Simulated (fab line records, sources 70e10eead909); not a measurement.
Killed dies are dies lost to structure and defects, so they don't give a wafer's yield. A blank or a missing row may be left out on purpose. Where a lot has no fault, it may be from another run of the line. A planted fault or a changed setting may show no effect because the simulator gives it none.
Matching of chambers ; flow nand harc ; NHARC_A_CONTACT_ETCH_110 on rie diel-13: 4 sister chambers
The step etches the open film in CF4/O2, target depth 60 nm, overetch 6 nm, time 33 s. 8 wafers are shown with their chamber, then 12 later ones without.

EACH WAFER AND ITS CHAMBER
wafer;chamber;drypump motor current A (A);showerhead plenum p Torr (Torr)
L082.3;2;4.8;1.30
L086.6;2;4.8;1.29
L089.6;3;5.2;1.39
L088.4;1;6.2;1.33
L088.5;0;6.1;1.34
L091.2;1;6.1;1.32
L091.3;0;6.1;1.34
L091.6;3;5.3;1.39

WAFERS WITH NO CHAMBER GIVEN
wafer;drypump motor current A (A);showerhead plenum p Torr (Torr)
L092.1;6.2;1.33
L092.3;4.9;1.29
L092.6;4.8;1.29
L090.3;6.1;1.34
L090.4;5.3;1.39
L090.5;4.8;1.29
L095.2;5.3;1.39
L095.3;4.9;1.29
L095.5;6.1;1.34
L097.3;5.3;1.39
L097.4;4.9;1.29
L097.6;6.1;1.32

WHICH CHAMBER EACH ONE RAN IN
wafer;from the rows above;in truth
L092.1;can't be placed: 1 or 0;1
L092.3;2;2
L092.6;2;2
L090.3;0;0
L090.4;3;3
L090.5;2;2
L095.2;3;3
L095.3;2;2
L095.5;0;0
L097.3;3;3
L097.4;2;2
L097.6;1;1
Correct placement for 11 of the 12. These rows do not allow placing 1 (true chamber among the candidates in 1). Placed wrongly: 0.
How it was worked out, from the rows above alone: a wafer's distance from a chamber is the root of the sum, over the readings, of the square of ((its reading less the chamber's mean) divided by the reading's scatter). The wafer belongs to the nearest chamber; if the next one is less than 2 further off, it can't be placed. For every chamber, the mean is computed from those of its wafers that are shown. The scatter: take each reading less its chamber's mean, square it, sum over the shown wafers, divide by the number of wafers less the number of chambers, and take the root.
